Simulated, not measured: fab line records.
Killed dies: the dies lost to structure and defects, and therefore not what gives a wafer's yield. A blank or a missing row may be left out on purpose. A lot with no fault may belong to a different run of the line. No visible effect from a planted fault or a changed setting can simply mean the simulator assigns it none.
fab line records    flow nand_harc
record: lots: 12  wafers: 36  last_day: 33
route steps=1302 shown A_CONTACT@1093 END@1302
lots that met no fault: taken from a fault-free run of the same line
start_h: the number of hours between the record's first day and the start of the first shown wafer of the lot    wait_h: hours since the lot's step before    " as in the row above    L1.1+2: several wafers, shown together as one row    - no value, or no start was given    * or withheld: withheld    < > ~ a bound
route shown NAME@n: a module of which the file shows steps, and the number in the route of the first    usual: mean/standard deviation of fault-free wafers    same: alike in all rows    chamber/n: place in a boat    sites: the reading at each site    _std_site: how widely they spread, as a standard deviation    _edge_site: the outer-site mean with the inner-site mean subtracted    radius_mm: for every site, how far away it sits from the centre of the wafer    mask NAME#n: copy n    behind: the tool/chamber that last shaped the wafer    hold: what put the lot on hold/how long, in hours/how the hold closed    device: whichever transistor did not switch (one of n, p or np)    end of line: the tests these same wafers got at the end of their route    where a step has no rows: the recipe by itself    killed: count of dies lost to structure and defects at first sort (not the wafer's yield)    map: a wafer's dies, marking killed ones x, the rest . and places with no die _
set.NAME: the setting that was run; set.NAME@STEP: the one run at that earlier step    model.NAME: the simulator's own value behind a step, which no gauge read
a sample of lots followed through the steps of the route, with each step as a table and each wafer as a row
services: when a tool's chamber went out of use (start_h, in hours from the record's first day, below 0 if earlier), for how many hours, and the reason
== steps ==
step: NHARC_A_CONTACT_ETCH_98
recipe: target_depth_a: 200  over_etch_frac: 0.5  time_s: 10  ion_energy_ev: 250  c4f6_flow_sccm: 25  o2_flow_sccm: 20  ar_flow_sccm: 500  rf_w: 600  bias_w: 500  chemistry: C4F6/O2
usual: chamber_pressure_mTorr: 30.002/0.027  drypump_motor_current_A: 5.7/0.36  oes_product_au: 0.955/0.017  rf_vpp_V: 546/3.8  showerhead_plenum_p_Torr: 3.87/0.18  throttle_valve_pct: 26.904/0.0096
lot.wafer  tool         chamber  start_h  wait_h  chamber_pressure_mTorr  drypump_motor_current_A  oes_product_au  rf_hours_counter_h  rf_vpp_V  showerhead_plenum_p_Torr  throttle_valve_pct
L427.4     rie_diel-11  2        -        -       29.998                  6.1                      0.999           26                  545       3.84                      26.910
L427.3     "            3        "        "       30.007                  5.1                      0.998           27                  544       3.74                      26.896
L427.6     "            2        "        "       29.978                  6.1                      0.991           -                   546       3.84                      26.904
L429.4     rie_diel-03  3        -        -       30.003                  5.9                      0.974           29                  542       3.69                      26.903
L429.1     "            0        "        "       29.980                  5.9                      0.967           29                  543       3.76                      26.911
L429.5     "            2        "        "       30.056                  5.9                      0.955           -                   547       3.97                      26.903
L431.4     rie_diel-11  2        -        -       29.981                  6.1                      0.932           36                  545       3.83                      26.898
L431.3     "            3        "        "       30.008                  5.2                      0.954           36                  543       3.74                      26.909
L431.1     "            1        "        "       29.999                  5.5                      0.938           35                  550       4.11                      26.901
L430.3     rie_diel-07  3        -        -       30.004                  5.4                      0.941           12                  541       3.74                      26.919
L430.6     "            1        "        "       30.001                  5.5                      0.957           -                   548       4.10                      26.919
L430.5     "            2        "        "       29.959                  5.7                      0.965           -                   544       3.77                      26.895
L435.4     rie_diel-07  0        -        -       29.980                  5.9                      0.959           17                  541       3.68                      26.894
L435.3     "            1        "        "       30.019                  5.6                      0.940           14                  550       4.10                      26.921
L435.1     "            3        "        "       30.020                  5.5                      0.945           18                  542       3.74                      26.911
L433.2     rie_diel-11  1        -        -       29.973                  5.6                      0.952           53                  550       4.10                      26.903
L433.3     "            3        "        "       29.975                  5.2                      0.926           51                  543       3.73                      26.899
L433.6     "            2        "        "       30.085                  6.1                      0.945           -                   544       3.82                      26.881
L436.2     rie_diel-03  1        -        -       30.017                  5.1                      0.950           45                  544       3.72                      26.902
L436.6     "            3        "        "       30.009                  5.9                      0.972           -                   540       3.68                      26.915
L436.5     "            0        "        "       29.965                  5.9                      0.977           -                   543       3.75                      26.889
L438.1     rie_diel-03  2        631.18   0.2     29.947                  5.9                      0.954           54                  547       3.95                      26.902
L438.4     "            2        "        "       30.004                  5.9                      0.949           -                   546       3.95                      26.901
L438.3     "            1        "        "       29.968                  5.1                      0.976           -                   541       3.71                      26.900
L441.1     rie_diel-11  0        -        -       29.998                  6.2                      0.948           25                  551       4.18                      26.889
L441.2     "            1        "        "       29.964                  5.5                      0.941           26                  550       4.08                      26.901
L441.4     "            2        "        "       29.991                  6.1                      0.931           26                  544       3.80                      26.892
L442.3     rie_diel-03  0        -        -       30.003                  5.9                      0.973           17                  544       3.73                      26.905
L442.4     "            1        "        "       30.040                  5.1                      0.969           16                  542       3.70                      26.885
L442.6     "            2        "        "       30.046                  5.8                      0.974           -                   549       3.94                      26.896
L445.1     rie_diel-11  0        -        -       30.001                  6.1                      0.963           30                  552       4.17                      26.901
L445.4     "            1        "        "       29.991                  5.5                      0.957           32                  549       4.07                      26.910
L445.5     "            2        "        "       30.035                  6.1                      0.957           -                   545       3.80                      26.919
L450.4     rie_diel-03  3        -        -       30.001                  5.9                      0.988           38                  541       3.65                      26.921
L450.2     "            1        "        "       30.059                  5.1                      0.989           36                  543       3.69                      26.920
L450.6     "            2        "        "       30.000                  5.8                      0.981           -                   546       3.93                      26.896
step: NHARC_A_CONTACT_CD_MEAS_15
usual: cd_nm: 190.2/0.59
lot.wafer  tool       chamber  start_h  wait_h  cd_nm
L427.3     cd_sem-01  -        516.30   -       190.8
L427.4     "          -        "        "       190.2
L427.6     "          -        "        "       190.4
L429.1     cd_sem-03  -        546.18   -       189.2
L429.4     "          -        "        "       189.4
L429.5     "          -        "        "       190.3
L431.1     cd_sem-03  -        549.01   -       191.0
L431.3     "          -        "        "       190.8
L431.4     "          -        "        "       191.3
L430.3     cd_sem-02  -        555.14   -       190.3
L430.5     "          -        "        "       190.3
L430.6     "          -        "        "       190.3
L435.1     cd_sem-01  -        590.69   -       190.9
L435.3     "          -        "        "       190.0
L435.4     "          -        "        "       189.6
L433.2     cd_sem-02  -        592.71   -       189.7
L433.3     "          -        "        "       189.8
L433.6     "          -        "        "       190.1
L436.2     cd_sem-01  -        606.80   -       189.8
L436.5     "          -        "        "       190.0
L436.6     "          -        "        "       189.8
L438.1     cd_sem-03  -        631.28   0.1     190.1
L438.3     "          -        "        "       189.6
L438.4     "          -        "        "       190.4
L441.1     cd_sem-02  -        680.37   -       189.8
L441.2     "          -        "        "       190.1
L441.4     "          -        "        "       189.0
L442.3     cd_sem-02  -        691.89   -       188.3
L442.4     "          -        "        "       190.2
L442.6     "          -        "        "       188.8
L445.1     cd_sem-01  -        695.03   -       189.9
L445.4     "          -        "        "       189.6
L445.5     "          -        "        "       190.2
L450.2     cd_sem-01  -        752.92   -       191.0
L450.4     "          -        "        "       190.2
L450.6     "          -        "        "       190.7
step: NHARC_A_CONTACT_ALD_18
recipe: target_thk_a: 30  pulse_time_s: 1  ald_cycles: 150  temp_c: 450  material: TiN
usual: heater_power_w: 1061/88  precursor_pulse_height_rel: 1.001/0.018
lot.wafer  tool          chamber  start_h  wait_h  heater_power_w  precursor_pulse_height_rel
L427.3     ald_metal-04  2        517.94   -       1061            0.960
L427.4     "             0        "        "       1079            0.975
L427.6     "             2        "        "       1049            1.021
L429.1     ald_metal-02  0        547.13   -       990             1.006
L429.4     "             1        "        "       1146            1.014
L429.5     "             0        "        "       956             0.999
L431.4     ald_metal-01  1        549.95   -       1027            0.971
L431.1     "             2        "        "       1033            1.022
L431.3     "             0        "        "       1188            1.013
L430.3     ald_metal-02  1        556.12   -       1160            0.998
L430.6     "             2        "        "       1270            0.996
L430.5     "             1        "        "       1136            0.945
L435.4     ald_metal-02  2        591.63   -       1265            0.981
L435.1     "             3        "        "       1063            0.992
L435.3     "             1        "        "       1167            1.010
L433.2     ald_metal-01  1        594.20   -       1059            0.976
L433.3     "             0        "        "       1197            1.016
L433.6     "             2        "        "       1024            0.992
L436.2     ald_metal-02  3        607.77   -       1058            1.022
L436.5     "             3        "        "       1066            0.976
L436.6     "             0        "        "       955             0.973
L438.3     ald_metal-01  1        635.36   -       1040            0.985
L438.4     "             3        "        "       951             0.959
L438.1     "             0        "        "       1190            0.986
L441.2     ald_metal-04  3        681.34   -       1009            1.019
L441.4     "             0        "        "       1061            0.992
L441.1     "             1        "        "       1044            0.989
L442.4     ald_metal-01  0        692.99   -       1201            0.986
L442.3     "             2        "        "       1016            1.018
L442.6     "             0        "        "       1187            1.002
L445.4     ald_metal-02  0        696.79   -       881             0.983
L445.1     "             1        "        "       1074            1.015
L445.5     "             3        "        "       1031            1.008
L450.2     ald_metal-02  2        753.86   -       1238            1.015
L450.4     "             3        "        "       1055            0.982
L450.6     "             3        "        "       1031            0.977
step: NHARC_A_CONTACT_CVD_19
recipe: target_thk_a: 3000  temp_c: 300  pressure_torr: 40  wf6_flow_sccm: 40  h2_flow_sccm: 1600  ar_flow_sccm: 1560  time_s: 802  material: W
usual: heater_power_w: 461/25  throttle_valve_pct: 7.76/0.19
lot.wafer  tool      chamber  start_h  wait_h  heater_power_w  throttle_valve_pct
L427.4     cvd_w-01  0        518.37   -       475             8.06
L427.3     "         1        "        "       422             7.83
L427.6     "         1        "        "       427             7.78
L429.1     cvd_w-02  1        547.32   -       461             7.93
L429.4     "         0        "        "       492             7.72
L429.5     "         1        "        "       444             7.74
L431.1     cvd_w-02  0        550.28   -       508             7.63
L431.4     "         1        "        "       458             7.56
L431.3     "         0        "        "       506             7.88
L430.3     cvd_w-02  0        556.56   -       497             7.53
L430.5     "         0        "        "       499             7.44
L430.6     "         1        "        "       445             7.82
L435.1     cvd_w-02  0        591.83   -       503             7.40
L435.3     "         0        "        "       506             7.71
L435.4     "         1        "        "       455             8.07
L433.2     cvd_w-02  1        594.53   -       450             8.06
L433.3     "         1        "        "       452             7.97
L433.6     "         0        "        "       506             7.73
L436.2     cvd_w-01  1        608.10   -       427             8.04
L436.5     "         0        "        "       458             8.02
L436.6     "         1        "        "       432             8.08
L438.1     cvd_w-01  0        635.56   -       464             7.67
L438.3     "         0        "        "       458             8.18
L438.4     "         1        "        "       421             7.70
L441.1     cvd_w-02  1        681.53   -       440             7.62
L441.2     "         0        "        "       477             7.98
L441.4     "         0        "        "       486             7.66
L442.4     cvd_w-02  1        693.42   -       446             7.59
L442.3     "         0        "        "       492             7.87
L442.6     "         1        "        "       436             7.62
L445.1     cvd_w-02  0        696.95   -       483             7.44
L445.4     "         1        "        "       438             7.62
L445.5     "         1        "        "       444             7.68
L450.2     cvd_w-02  1        754.05   -       452             7.66
L450.4     "         1        "        "       438             7.51
L450.6     "         0        "        "       484             8.01
step: NHARC_A_CONTACT_CMP_20
recipe: t_overpolish_s: 30  target_thk_nm: 300
usual: motor_current_A: 12.6/1.5  overpolish_run_s: 29.999/0.0096  time_to_endpoint_s: 60.5/2.7
lot.wafer  tool    chamber  start_h  wait_h  motor_current_A  overpolish_run_s  time_to_endpoint_s
L427.3     cmp-04  0        519.01   0.4     12.9             30.006            55.7
L427.4     "       2        "        "       13.2             29.981            59.1
L427.6     "       0        "        "       12.9             29.995            58.8
L429.1     cmp-04  2        548.25   0.8     13.0             30.001            59.5
L429.4     "       3        "        "       10.0             30.016            59.3
L429.5     "       1        "        "       11.9             29.997            59.6
L431.4     cmp-04  1        551.04   0.5     11.4             29.983            61.3
L431.3     "       2        "        "       13.6             29.996            57.5
L431.1     "       0        "        "       13.0             30.004            60.6
L430.3     cmp-01  0        557.25   0.6     11.4             30.001            58.5
L430.6     "       2        "        "       13.7             30.011            64.7
L430.5     "       3        "        "       11.9             30.006            62.6
L435.3     cmp-01  3        592.71   0.5     11.6             30.003            64.1
L435.4     "       0        "        "       10.7             29.988            63.8
L435.1     "       2        "        "       13.3             30.001            68.2
L433.2     cmp-01  0        595.30   0.6     12.3             30.002            56.8
L433.3     "       2        "        "       14.1             29.993            60.5
L433.6     "       1        "        "       15.1             29.987            56.6
L436.2     cmp-03  2        608.94   0.7     12.8             29.995            63.1
L436.6     "       3        "        "       12.4             29.984            67.5
L436.5     "       0        "        "       13.8             29.999            61.7
L438.3     cmp-04  0        636.48   0.5     13.5             29.990            60.3
L438.1     "       1        "        "       12.3             29.995            63.7
L438.4     "       2        "        "       13.6             30.008            59.5
L441.2     cmp-03  0        682.44   0.7     13.8             30.000            59.2
L441.1     "       1        "        "       12.3             30.014            57.3
L441.4     "       2        "        "       13.0             29.995            34.3
L442.4     cmp-04  0        694.08   0.5     12.9             30.006            36.5
L442.3     "       1        "        "       11.6             30.004            37.9
L442.6     "       0        "        "       13.3             30.008            62.6
L445.1     cmp-01  2        697.85   0.8     13.4             30.004            61.5
L445.4     "       0        "        "       11.2             30.006            32.6
L445.5     "       2        "        "       14.0             29.990            61.2
L450.4     cmp-01  2        754.97   0.5     14.3             29.991            60.7
L450.2     "       3        "        "       11.4             29.993            58.4
L450.6     "       1        "        "       15.2             29.987            62.2
step: NHARC_END_SORT_01
recipe: temp_c: 25
usual: killed_at_array: 56/18  killed_at_other: 1.4/1.5  killed_at_periphery: 4/3.1  killed_dies: 61/19  killed_open: 3.5/1.8  killed_short: 2.4/1.4
same: gross_dies: 677
lot.wafer  tool       chamber  start_h  wait_h  killed_at_array  killed_at_other  killed_at_periphery  killed_dies  killed_open  killed_short
L441.1     prober-02  0        729.28   2.5     50               1                4                    55           2            2
L441.2     prober-02  0        730.06   2.8     52               1                3                    56           6            6
L441.4     prober-02  0        731.63   3.3     48               4                3                    55           4            1
L445.1     prober-02  0        738.62   2.5     79               2                0                    81           2            2
L445.4     prober-02  0        740.99   3.4     83               0                2                    85           4            4
L445.5     prober-02  0        741.78   3.7     78               1                0                    79           3            3
L442.3     prober-01  0        740.17   3.1     50               0                4                    54           4            5
L442.4     prober-01  0        740.98   3.4     46               1                4                    51           3            2
L442.6     prober-01  0        742.58   4.0     53               0                6                    59           5            2
killed by level:class
L441.1 A_CHANNEL_HOLE_D2:chamber_film_flake=21 A_SLIT:chamber_film_flake=11 A_CHANNEL_HOLE_D1:chamber_film_flake=8 P_GATE:chamber_film_flake=3 A_STAIRCASE:chamber_film_flake=2 A_ONON_D1:geometric_particle:open=1 A_ONON_D2:geometric_particle:short=1 A_WL_FILL:geometric_particle:short=1
L441.2 A_CHANNEL_HOLE_D2:chamber_film_flake=15 A_CHANNEL_HOLE_D1:chamber_film_flake=11 A_SLIT:chamber_film_flake=10 A_BLC:chamber_film_flake=4 A_WL_FILL:geometric_particle:short=3 A_ONON_D2:geometric_particle:open=2 P_CONTACT:geometric_particle:short=1 A_ONON_D1:geometric_particle:short=1
L441.4 A_CHANNEL_HOLE_D2:chamber_film_flake=17 A_CHANNEL_HOLE_D1:chamber_film_flake=10 A_SLIT:chamber_film_flake=5 A_CONTACT:chamber_film_flake=5 A_STAIRCASE:chamber_film_flake=3 THIN_TSV:chamber_film_flake=3 A_BLC:chamber_film_flake=2 P_STI:geometric_particle:short=1
L445.1 A_CHANNEL_HOLE_D1:chamber_film_flake=35 A_SLIT:chamber_film_flake=31 A_CONTACT:chamber_film_flake=4 A_WL_FILL:chamber_film_flake=3 A_CHANNEL_HOLE_D2:geometric_particle:short=2 THIN_TSV:chamber_film_flake=2 A_ONON_D1:geometric_particle:open=1 A_ONON_D2:geometric_particle:open=1
L442.3 A_CHANNEL_HOLE_D1:chamber_film_flake=31 A_CONTACT:chamber_film_flake=5 A_BLC:geometric_particle:open=2 P_GATE:chamber_film_flake=2 A_STAIRCASE:chamber_film_flake=2 A_SLIT:chamber_film_flake=2 A_WL_FILL:chamber_film_flake=2 P_ZERO_WELL:geometric_particle:short=1
L442.4 A_CHANNEL_HOLE_D1:chamber_film_flake=29 P_ZERO_WELL:chamber_film_flake=4 A_SLIT:chamber_film_flake=3 A_ZERO_WELL:chamber_film_flake=2 A_STAIRCASE:chamber_film_flake=2 A_WL_FILL:chamber_film_flake=2 A_CONTACT:chamber_film_flake=2 A_SOURCE_PLATE:geometric_particle:short=1
L445.4 A_SLIT:chamber_film_flake=36 A_CHANNEL_HOLE_D1:chamber_film_flake=29 A_CONTACT:chamber_film_flake=4 A_STAIRCASE:chamber_film_flake=2 A_WL_FILL:chamber_film_flake=2 P_CONTACT:geometric_particle:short=1 A_DECK1_JOINT:geometric_particle:open=1 A_ONON_D2:geometric_particle:open=1
L445.5 A_SLIT:chamber_film_flake=33 A_CHANNEL_HOLE_D1:chamber_film_flake=29 A_WL_FILL:chamber_film_flake=3 A_CONTACT:chamber_film_flake=3 A_CHANNEL_FILL_D1:geometric_particle:short=1 A_DECK1_JOINT:geometric_particle:open=1 A_ONON_D2:geometric_particle:short=1 A_CHANNEL_HOLE_D2:geometric_particle:open=1
L442.6 A_CHANNEL_HOLE_D1:chamber_film_flake=35 A_SLIT:chamber_film_flake=4 A_WL_FILL:chamber_film_flake=4 P_GATE:chamber_film_flake=3 A_CONTACT:chamber_film_flake=3 A_BLC:geometric_particle:open=2 A_ZERO_WELL:chamber_film_flake=2 P_CONTACT:geometric_particle:open=1
== services ==
tool          chamber  start_h  hours  kind
cmp-04        -        503.37   4.0    pm
ald_metal-01  -        526.00   10.0   pm
cvd_w-02      1        529.33   10.0   repair
cmp-01        -        545.18   0.6    repair
cvd_w-01      -        547.41   13.0   pm
ald_metal-02  3        553.14   7.5    repair
cmp-04        -        553.30   1.1    repair
cmp-01        -        585.89   4.0    pm
cmp-04        -        601.37   4.0    pm
ald_metal-02  -        610.00   10.0   pm
rie_diel-11   -        611.04   9.0    pm
cvd_w-01      1        617.87   3.4    repair
cvd_w-02      -        626.41   0.9    repair
rie_diel-03   0        630.78   15.7   repair
rie_diel-03   3        630.90   7.0    repair
cvd_w-02      -        631.91   13.0   pm
rie_diel-03   -        637.33   9.0    pm
cvd_w-01      1        662.11   7.9    repair
cmp-01        -        683.89   4.0    pm
cmp-04        -        699.37   4.0    pm
rie_diel-11   0        700.93   5.1    repair
ald_metal-01  -        704.00   10.0   pm
cvd_w-01      -        728.41   13.0   pm
cmp-04        -        734.17   0.8    repair
== key ==
first_sign: step: NHARC_A_CONTACT_CMP_20  reading: time_to_endpoint_s  direction: down  sigmas: 9.2  usual: *  struck: *
effect none on later readings
met_at NHARC_A_CONTACT_CVD_19
struck_lots L441,L442,L445
struck_wafers L441.4,L442.3,L442.4,L445.4
tester_left_out L441,L442,L445
not_acting_at NHARC_A_CONTACT_ETCH_98,NHARC_A_CONTACT_CD_MEAS_15,NHARC_A_CONTACT_ALD_18
onset_between 594.53 681.53
fault: kind: process_parameter_drift  tool: cvd_w-02  chamber: -  onset_h: 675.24  steps: NHARC_A_CONTACT_CVD_19  channel: target_thk_a  offset: *  shape: step  end_h: 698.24  scope: struck_wafers_only  acts_in: *  stated: *
tester_left_out: of these lots the tester's yield and bins aren't shown, on N5 and GAA mostly nor the transistor test; their killed dies are dies lost to structure and defects alone, not to doping, threshold or leakage, so they don't give the yield
